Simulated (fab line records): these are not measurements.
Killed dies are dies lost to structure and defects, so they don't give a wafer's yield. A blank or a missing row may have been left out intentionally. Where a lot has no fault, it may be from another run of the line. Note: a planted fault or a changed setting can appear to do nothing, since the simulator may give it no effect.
Chamber matching | flow n5 finfet | rie si-01 running N5_FIN_SAQP_ETCH_65: 3 sister chambers
The step etches SiO2 in CF4, target depth 4 nm, time 4.4 s. 3 wafers are shown with their chamber, then 9 later ones without.

WAFERS, EACH WITH ITS CHAMBER
wafer  | chamber | throttle valve pct (%)
L088.2 | 2       | 21.82
L088.3 | 1       | 22.41
L089.2 | 0       | 21.93

WAFERS MISSING THEIR CHAMBER
wafer  | throttle valve pct (%)
L089.4 | 21.84
L089.6 | 21.93
L090.3 | 21.94
L090.5 | 21.92
L092.1 | 21.92
L092.3 | 21.84
L093.1 | 21.91
L093.5 | 22.41
L093.6 | 21.83

WHICH CHAMBER EACH WENT THROUGH
wafer  | from the rows above | in truth
L089.4 | 2                   | 2
L089.6 | 0                   | 0
L090.3 | 0                   | 0
L090.5 | 0                   | 0
L092.1 | 0                   | 0
L092.3 | 2                   | 2
L093.1 | 0                   | 0
L093.5 | 1                   | 1
L093.6 | 2                   | 2
9 of 9 placed correctly. Can't be placed from these rows: 0. Placed wrongly: 0.
How it was worked out, from the rows above alone: a wafer's distance from a chamber is the root of the sum, over the readings, of the square of ((its reading less the chamber's mean) divided by the reading's scatter). If the next closest chamber is less than 2 further off than the closest, the wafer can't be placed; otherwise it belongs to the closest. Each chamber's mean is taken over the wafers shown for it. The scatter: root of mean squared gap, hidden wafer to nearest shown wafer, with one shown wafer a chamber.
